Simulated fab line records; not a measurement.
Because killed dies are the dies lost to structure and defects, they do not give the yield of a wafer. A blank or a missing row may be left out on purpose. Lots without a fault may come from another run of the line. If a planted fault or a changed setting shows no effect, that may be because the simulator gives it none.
Matching of chambers || flow n5_finfet || N5_HKMG_FIN_HK_ALD_01 on ald_hk-03: 4 sister chambers
The step deposits HfO2, target thk 1.6 nm, pulse time 3 s, purge time 3 s. 8 wafers are shown with their chamber, then 12 later ones without.

WAFERS WITH THEIR CHAMBER
{"wafer": "L085.1", "chamber": 2, "precursor_pulse_height_rel": 0.991}
{"wafer": "L087.5", "chamber": 3, "precursor_pulse_height_rel": 1.002}
{"wafer": "L089.1", "chamber": 2, "precursor_pulse_height_rel": 1.009}
{"wafer": "L089.4", "chamber": 1, "precursor_pulse_height_rel": 1.024}
{"wafer": "L089.6", "chamber": 0, "precursor_pulse_height_rel": 0.984}
{"wafer": "L091.3", "chamber": 1, "precursor_pulse_height_rel": 0.975}
{"wafer": "L091.4", "chamber": 3, "precursor_pulse_height_rel": 0.994}
{"wafer": "L091.6", "chamber": 0, "precursor_pulse_height_rel": 0.986}

WAFERS WITHOUT THEIR CHAMBER
{"wafer": "L093.1", "precursor_pulse_height_rel": 1.024}
{"wafer": "L093.4", "precursor_pulse_height_rel": 0.988}
{"wafer": "L093.6", "precursor_pulse_height_rel": 0.999}
{"wafer": "L094.1", "precursor_pulse_height_rel": 0.957}
{"wafer": "L094.2", "precursor_pulse_height_rel": 1.030}
{"wafer": "L094.3", "precursor_pulse_height_rel": 0.976}
{"wafer": "L096.1", "precursor_pulse_height_rel": 1.014}
{"wafer": "L096.3", "precursor_pulse_height_rel": 0.985}
{"wafer": "L096.5", "precursor_pulse_height_rel": 1.011}
{"wafer": "L097.3", "precursor_pulse_height_rel": 1.018}
{"wafer": "L097.4", "precursor_pulse_height_rel": 0.978}
{"wafer": "L097.6", "precursor_pulse_height_rel": 1.000}

CHAMBER TAKEN BY EACH
{"wafer": "L093.1", "from the rows above": "can't be placed: 2 or 1 or 3 or 0", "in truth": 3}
{"wafer": "L093.4", "from the rows above": "can't be placed: 0 or 3 or 1 or 2", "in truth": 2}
{"wafer": "L093.6", "from the rows above": "can't be placed: 1 or 2 or 3 or 0", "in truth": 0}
{"wafer": "L094.1", "from the rows above": "can't be placed: 0 or 3 or 1 or 2", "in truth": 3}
{"wafer": "L094.2", "from the rows above": "can't be placed: 2 or 1 or 3 or 0", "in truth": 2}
{"wafer": "L094.3", "from the rows above": "can't be placed: 0 or 3 or 1 or 2", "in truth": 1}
{"wafer": "L096.1", "from the rows above": "can't be placed: 2 or 1 or 3 or 0", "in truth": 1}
{"wafer": "L096.3", "from the rows above": "can't be placed: 0 or 3 or 1 or 2", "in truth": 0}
{"wafer": "L096.5", "from the rows above": "can't be placed: 2 or 1 or 3 or 0", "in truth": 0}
{"wafer": "L097.3", "from the rows above": "can't be placed: 2 or 1 or 3 or 0", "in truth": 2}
{"wafer": "L097.4", "from the rows above": "can't be placed: 0 or 3 or 1 or 2", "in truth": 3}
{"wafer": "L097.6", "from the rows above": "can't be placed: 2 or 1 or 3 or 0", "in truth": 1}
0 of 12 placed correctly. Can't be placed from these rows: 12 (the true chamber is among the candidates in 12). 0 placed wrongly.
How it was worked out, from the rows above alone: a wafer's distance from a chamber is the root of the sum, over the readings, of the square of ((its reading less the chamber's mean) divided by the reading's scatter). The wafer belongs to the nearest chamber; if the next one is less than 2 further off, it can't be placed. Each chamber's mean is taken over the wafers shown for it. How the scatter is found: for the shown wafers, subtract from each reading the mean of its chamber, square and add these, divide the total by (wafers less chambers), then take the root.
